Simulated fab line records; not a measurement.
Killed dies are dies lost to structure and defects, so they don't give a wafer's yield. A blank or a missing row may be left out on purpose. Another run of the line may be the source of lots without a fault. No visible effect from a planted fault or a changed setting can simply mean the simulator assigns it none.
A struck lot beside a sound one || flow n5_finfet || 14 out of 1938 route steps
Sound: the wafers L774.3, L774.4, L774.5. Struck: wafer L768.3; the same lot's L768.6 was not struck, so it is left out; see the end for the cause.
Order at every step that has rows: each side's tool, ch and its chambers, its first start. Under that, the readings that differ: sound wafers || struck wafers || difference of the means || sigmas: that difference in standard deviations of wafers without a fault.
alike: readings whose means differ by less than 2 such deviations, and words and numbers that are the same on both sides. not compared: withheld readings, readings that some wafer has no value for, bounds like >300 that may hide the same value, and numbers for which the record gives no deviation and whose values overlap.
Wherever a step has rows on one side only, a row that says differs or no value, or a row with sigmas, the two part there. Non-overlapping numbers with no deviation appear without sigmas and do not part them. A reading missing from all wafers of one side parts the sides only when that side holds two or more wafers.

first, 2 steps without rows for these wafers: N5_BEOL_M7_PRECLEAN_42 (cleans in residue remover, time 60 s); N5_BEOL_M7_SRD_43 (time 30 s).
N5_BEOL_M7_CD_MEAS_35: target cd 40 nm.
  sound on cd_sem-02, day 11 21:20; struck on cd_sem-02, day 10 13:50
  alike: cd_nm
then, 2 steps without rows for these wafers: N5_BEOL_M7_CURE_75 (cures SiCOH lowk, time 120 s); N5_BEOL_M7_DEGAS_44 (time 60 s).
N5_BEOL_M7_PRE_CLEAN_45: time 30 s.
  sound on pvd_sputter-03, day 11 21:59; struck on pvd_sputter-01, day 10 14:20
  alike: heater_power_w
N5_BEOL_M7_ALD_77: deposits TaN, target thk 2 nm, pulse time 2 s, purge time 3 s.
  sound on ald_metal-04 ch 1,2,3, day 11 22:02; struck on ald_metal-04 ch 1, day 10 14:30
  alike: heater_power_w
N5_BEOL_M7_SURFACE_TREAT_79:
  sound on pvd_sputter-03, day 11 22:40; struck on pvd_sputter-01, day 10 14:48
  alike: ar_flow_sccm
  not compared: throttle_valve_pct
then, 1 step without rows for these wafers: N5_BEOL_M7_CVD_78 (deposits Co from CCTBA/H2, target thk 2 nm, time 142.3 s).
N5_BEOL_M7_SPUTTER_48: material Cu, target thk 10 nm, time 1.667 s.
  sound on pvd_sputter-03, day 11 22:53; struck on pvd_sputter-02, day 10 15:02
  alike: throttle_valve_pct
then, 1 step without rows for these wafers: N5_BEOL_M7_ECD_50 (material Cu, target thk 300 nm).
N5_BEOL_M7_ANNEAL_51: time 90 s.
  sound on rtp_anneal-02 ch 0, day 11 23:12; struck on rtp_anneal-02 ch 0, day 10 15:29
  alike: wafer_temp_C_max
N5_BEOL_M7_CMP_52: polishes, stops on SiCOH lowk, t overpolish 6.9 s, target thk 80 nm.
  sound on cmp-01 ch 0,1, day 11 23:25; struck on cmp-02 ch 3, day 10 15:43
{"reading": "barrier_field_endpoint_s (s)", "sound": "29.4 29.6 29.5", "struck": 17.3, "difference": -12.2, "sigmas": -17}
{"reading": "time_to_endpoint_s (s)", "sound": "63.8 65.4 63.9", "struck": 40.5, "difference": -23.9, "sigmas": -9}
{"reading": "model.Cu_of_BEOL_M7_ECD_50.thk_nm (nm)", "sound": "80.8 79.4 79.8", "struck": 76.6, "difference": -3.4, "sigmas": ""}
  alike: motor_current_A, overpolish_run_s, slurry_flow_ml_min
then, 1 step without rows for these wafers: N5_PASSIVATION_PROBE_49.

== WHERE THEY PART ==
Within this record, at N5_BEOL_M7_CMP_52 only.

WHY: whatever the simulator had introduced
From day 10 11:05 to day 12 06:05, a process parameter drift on cmp-02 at N5_BEOL_M7_CMP_52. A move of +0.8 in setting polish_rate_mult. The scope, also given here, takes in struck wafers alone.
